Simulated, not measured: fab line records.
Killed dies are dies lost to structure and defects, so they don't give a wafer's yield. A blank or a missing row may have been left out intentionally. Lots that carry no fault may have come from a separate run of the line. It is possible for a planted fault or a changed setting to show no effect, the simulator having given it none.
Struck lot and sound lot, side by side | flow n5-finfet | 14 out of 1938 route steps
Sound: these wafers, L697.4, L697.5, L697.6. Wafers struck: L708.2, L708.5, L708.6. At the end, the cause is stated.
Per side, at each step with rows, come the tool, then ch with its chambers, and then its first start. Under that, the readings that differ: sound wafers | struck wafers | difference of the means | sigmas: that difference in standard deviations of wafers without a fault.
alike: a reading whose means differ by less than 2 such deviations, as well as words and numbers matching on both sides. not compared: withheld readings; readings where some wafer has no value; bounds like >300 that might hide an equal value; numbers whose values overlap and for which the record gives no deviation.
Wherever a step has rows on one side only, a row that says differs or no value, or a row with sigmas, the two part there. Numbers that have no deviation but don't overlap get no sigmas and don't part them. A reading that every wafer of one side lacks parts them only if that side has two wafers or more.

first, 3 steps without rows for these wafers: N5_SD_EPI_P_PRECLEAN_51 (cleans in NF3:NH3, afs cycles 1, time 20 s, sublimation time 60 s); N5_SD_EPI_P_VAPOR_ETCH_44 (etches SiGe30 in NF3/Ar, time 3.3 s); N5_SD_EPI_P_EPI_21 (deposits SiGe:B, time 355 s).
N5_SD_EPI_P_EPI_MEAS_23:
  sound: film-metro-02 at day 3 18:31; struck: film-metro-01 at day 6 12:24
  alike: thk-nm
then, 6 steps without rows for these wafers: N5_SD_EPI_P_HM_STRIP_48 (strips SiNx in H3PO4, material SiNx, target depth 3 nm); N5_SD_EPI_P_SRD_49 (time 30 s); N5_SD_EPI_P_PRECLEAN_24 (cleans in O3/DIW, time 45 s); N5_SD_EPI_P_PRECLEAN_32 (cleans in dHF, time 10 s); N5_SD_EPI_P_PRECLEAN_33 (cleans in SC2, time 45 s); N5_SD_EPI_P_SRD_25 (time 30 s).
N5_SD_EPI_P_INSPECT_26: inspects for defects (darkfield).
  sound: defect-inspect-02 at day 3 18:49; struck: defect-inspect-02 at day 6 12:34
  alike: raw-defect-count
N5_SD_ACTIVATION_RTA_00: time 0 s.
  sound on rtp-anneal-02 ch 0, day 3 18:56; struck on rtp-anneal-01 ch 0, day 6 12:38
  reading          | sound             | struck            | difference | sigmas
  wafer_temp_C_max | 975.2 977.5 974.2 | 977.3 980.4 980.8 | +3.9       | +2
  alike: lamp-power-pct, lamp_zone_3_pct
N5_SD_ACTIVATION_LSA_01: time 0.0008 s.
  sound on laser-anneal-02 ch 0, day 3 19:08; struck on laser-anneal-01 ch 0, day 6 12:50
  reading          | sound                | struck               | difference | sigmas
  wafer_temp_C_max | 1084.7 1085.0 1084.8 | 1070.9 1071.2 1072.1 | -13.4      | -8
N5_PASSIVATION_PROBE_49:
  the record holds rows for the sound wafers here (prober-01, day 12 12:10) but none for the struck ones

== WHERE THEY PART ==
First at N5_SD_ACTIVATION_RTA_00; last, within this record, at N5_PASSIVATION_PROBE_49.

WHY: whatever the simulator had introduced
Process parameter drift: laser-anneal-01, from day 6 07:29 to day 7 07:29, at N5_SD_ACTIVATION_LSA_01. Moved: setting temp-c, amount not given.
